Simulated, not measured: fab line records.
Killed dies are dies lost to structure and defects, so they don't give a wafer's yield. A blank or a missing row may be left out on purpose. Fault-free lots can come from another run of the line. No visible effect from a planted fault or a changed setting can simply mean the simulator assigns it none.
Which tool was responsible? ; flow nand_harc ; 14 lots with 42 wafers sampled at 5 steps, on a route of 1302 steps

## WHAT EACH GAUGE READ, for each wafer
NHARC_THIN_TSV_CD_MEAS_33: the cd target is 5000 nm. Usual: cd_nm reads 5000.0 nm (standard deviation 2.5).
lot;measured;on;cd_nm (nm);flag
L717;day 24 08:04;cd_sem-01;5002.0 5004.2 5005.3;
L716;day 24 16:17;cd_sem-02;5000.5 4996.9 5001.9;
L719;day 25 15:03;cd_sem-02;5000.1 4997.3 5000.7;
L720;day 25 22:53;cd_sem-01;4999.8 5002.7 5000.4;
L722;day 26 15:50;cd_sem-03;5002.0 4999.4 5001.9;
L721;day 26 14:52;cd_sem-02;4998.3 5002.8 5003.0;
L724;day 27 20:18;cd_sem-02;5004.9 5000.7 5003.9;
L728;day 28 09:20;cd_sem-01;5003.1 5002.4 5005.1;
L725;day 28 08:18;cd_sem-01;4997.5 5000.7 4999.0;
L731;day 29 22:13;cd_sem-01;4999.6 4998.0 5001.4;
L734;day 31 07:09;cd_sem-03;5002.1 4999.7 5000.2;
L735;day 31 15:12;cd_sem-03;4997.7 4995.4 4996.9;
L737;day 32 09:49;cd_sem-01;5003.6 4997.8 4998.1;
L738;day 32 22:41;cd_sem-03;4998.8 4997.6 4999.9;

NHARC_THIN_TSV_CD_MEAS_37. Usual: cd_nm reads 4999 nm (standard deviation 3.6).
lot;measured;on;cd_nm (nm);flag
L717;day 24 09:30;cd_sem-03;5007 5003 5002;
L716;day 24 17:43;cd_sem-01;4999 4996 4999;
L719;day 25 16:30;cd_sem-03;4998 4996 5001;
L720;day 26 00:20;cd_sem-01;5001 5003 5002;
L722;day 26 17:16;cd_sem-02;4999 5004 5004;
L721;day 26 16:23;cd_sem-01;4993 4996 4999;
L724;day 27 21:44;cd_sem-01;5008 5001 5004;
L728;day 28 10:52;cd_sem-02;5001 5002 5006;
L725;day 28 09:44;cd_sem-02;4995 5000 4997;
L731;day 29 23:40;cd_sem-02;5000 4998 4997;
L734;day 31 08:36;cd_sem-02;5003 5001 4998;
L735;day 31 16:39;cd_sem-02;4998 4992 4993;
L737;day 32 11:16;cd_sem-02;5003 4992 4999;
L738;day 33 00:08;cd_sem-01;4999 4996 4997;

NHARC_END_SORT_01. Usual: killed_at_array 55, standard deviation 19; killed_at_other 0.9, standard deviation 1.4; killed_at_periphery 3.8, standard deviation 2.9; killed_dies 60, standard deviation 19; killed_open 3.3, standard deviation 1.8; killed_short 2.6, standard deviation 1.6.
lot;measured;on;killed_at_array;killed_at_other;killed_at_periphery;killed_dies;killed_open;killed_short;flag
L734;day 31 15:01;prober-01;152 160 129;0 2 0;0 0 1;152 162 130;0 3 3;0 1 1;OFF
L735;day 32 03:08;prober-01;147 124 147;1 0 1;4 1 0;152 125 148;5 2 3;4 3 0;OFF

## WHICH TOOL RAN EACH LOT (tool, then ch and the chambers of the sampled wafers, then the start)
lot;NHARC_A_CONTACT_ETCH_121;NHARC_THIN_TSV_STRIP_45
L717;har_cap_etch-03 ch 0,1, day 21 21:01;plasma_asher-01 ch 0,1, day 24 03:10
L716;har_cap_etch-02 ch 1, day 21 22:12;plasma_asher-01 ch 0,1, day 24 11:33
L719;har_cap_etch-03 ch 0,1, day 23 04:51;plasma_asher-02 ch 0,1, day 25 10:11
L720;har_cap_etch-03 ch 0,1, day 23 10:44;plasma_asher-02 ch 0,1, day 25 18:13
L722;har_cap_etch-01 ch 0,1, day 24 01:13;plasma_asher-01 ch 0,1, day 26 11:07
L721;har_cap_etch-02 ch 0,1, day 24 01:25;plasma_asher-01 ch 0,1, day 26 09:56
L724;har_cap_etch-01 ch 1, day 25 06:52;plasma_asher-01 ch 0, day 27 15:24
L728;har_cap_etch-01 ch 0,1, day 25 20:49;plasma_asher-02 ch 0,1, day 28 04:37
L725;har_cap_etch-02 ch 0,1, day 25 22:22;plasma_asher-02 ch 0,1, day 28 03:26
L731;har_cap_etch-02 ch 0, day 27 14:29;plasma_asher-02 ch 0,1, day 29 17:30
L734;har_cap_etch-01 ch 0,1, day 28 19:23;plasma_asher-01 ch 0,1, day 31 02:14
L735;har_cap_etch-01 ch 0,1, day 29 07:32;plasma_asher-01 ch 0,1, day 31 10:19
L737;har_cap_etch-03 ch 0,1, day 30 02:19;plasma_asher-01 ch 0,1, day 32 04:46
L738;har_cap_etch-03 ch 0,1, day 30 15:34;plasma_asher-01 ch 0,1, day 32 17:44
- NHARC_A_CONTACT_ETCH_121: etches the open film in C4F8/O2/Ar, time 190 s, target depth 1850 nm.
- NHARC_THIN_TSV_STRIP_45: strips in O2.

## WHAT THE TOOLS THEMSELVES READ (means of the sampled wafers that have a number; where no wafer has one, the mark that the record gives instead)
NHARC_THIN_TSV_STRIP_45. Usual: drypump_motor_current_A 6.03 A, standard deviation 0.13; heater_power_w 331 W, standard deviation 31.
lot;tool;drypump_motor_current_A (A);heater_power_w (W);flag
L717;plasma_asher-01;6.08;347;
L716;plasma_asher-01;6.10;347;
L719;plasma_asher-02;5.89;303;
L720;plasma_asher-02;6.01;327;
L722;plasma_asher-01;6.11;347;
L721;plasma_asher-01;6.09;352;
L724;plasma_asher-01;6.07;352;
L728;plasma_asher-02;6.00;314;
L725;plasma_asher-02;5.89;292;
L731;plasma_asher-02;5.91;295;
L734;plasma_asher-01;6.08;351;
L735;plasma_asher-01;6.09;352;
L737;plasma_asher-01;6.12;353;
L738;plasma_asher-01;6.10;356;

## THE ANSWER, worked out from the rows above alone
Rule: take the mean of a lot's wafers that have a number; if it is more than 3 standard deviations from the usual mean, the lot is off. Also off: a lot with no number at a reading for which 4 or more lots have one. Any other lot the step has rows for is counted as sound. Order of review: gauges by route order, followed by the tools' own readings, for which a lot's mean as printed above is used. At the first step where some lot is off, the reading lying furthest off is the one used; lots without a number count as furthest.
Off at NHARC_END_SORT_01 (killed_at_array): L734, L735. Neither off nor sound, because the step has no rows for them: L717, L716, L719, L720, L722, L721, L724, L728, L725, L731, L737, L738.
A tool fits if, at a process step before that reading, it ran every lot that is off, and no sound lot after the first of them. The gauges at NHARC_END_SORT_01 are tried like those tools. Can't be told from this: 3 tools fit, har_cap_etch-01 at NHARC_A_CONTACT_ETCH_121, plasma_asher-01 at NHARC_THIN_TSV_STRIP_45, prober-01 at NHARC_END_SORT_01.

## WHAT THE SIMULATOR HAD INSERTED
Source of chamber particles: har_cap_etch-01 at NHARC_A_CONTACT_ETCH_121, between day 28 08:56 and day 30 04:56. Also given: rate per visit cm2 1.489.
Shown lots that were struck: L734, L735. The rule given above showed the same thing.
